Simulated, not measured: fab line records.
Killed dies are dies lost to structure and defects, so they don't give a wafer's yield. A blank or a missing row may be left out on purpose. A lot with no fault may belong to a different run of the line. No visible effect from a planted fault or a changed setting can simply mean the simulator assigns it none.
Which tool did it? | flow nand harc | 17 wafers sampled from 6 lots at 1 step of a route of 1302

WHAT EACH GAUGE READ, for each wafer
NHARC_P_M2_INSPECT_27.
lot  | measured     | on                | raw defect count
L237 | day 7 02:14  | defect inspect-01 | 280 285 298
L240 | day 7 23:02  | defect inspect-02 | 403 343 435
L245 | day 10 02:51 | defect inspect-01 | 253 426 199
L250 | day 12 15:40 | defect inspect-01 | 219 231 467
L254 | day 14 10:23 | defect inspect-01 | 447 360
L259 | day 16 03:20 | defect inspect-01 | 480 400 518

WHAT TOOL EACH LOT RAN ON (gives the tool, then ch and the chambers of the sampled wafers, and finally the start)
Before these readings, the record contains no process step.

THE ANSWER, worked out from the rows above alone
Rule: what is usual is taken from the lots themselves. Put in order of their means at a reading, lots are off if they are a third of the lots or fewer, leave a main group of 4 or more, and stand apart from it by a gap of 3 or more times the standard deviation of the main group's means; of several such gaps the widest counts. The tables above print the reading to a certain number of digits; a main group whose means all agree to those digits is not used. Also off: a lot with no number at a reading for which 4 or more lots have one. All remaining lots with rows at the step are treated as sound.
Across all readings shown, no lot is off: no conclusion can be drawn from this.

WHAT THE SIMULATOR HAD PUT IN
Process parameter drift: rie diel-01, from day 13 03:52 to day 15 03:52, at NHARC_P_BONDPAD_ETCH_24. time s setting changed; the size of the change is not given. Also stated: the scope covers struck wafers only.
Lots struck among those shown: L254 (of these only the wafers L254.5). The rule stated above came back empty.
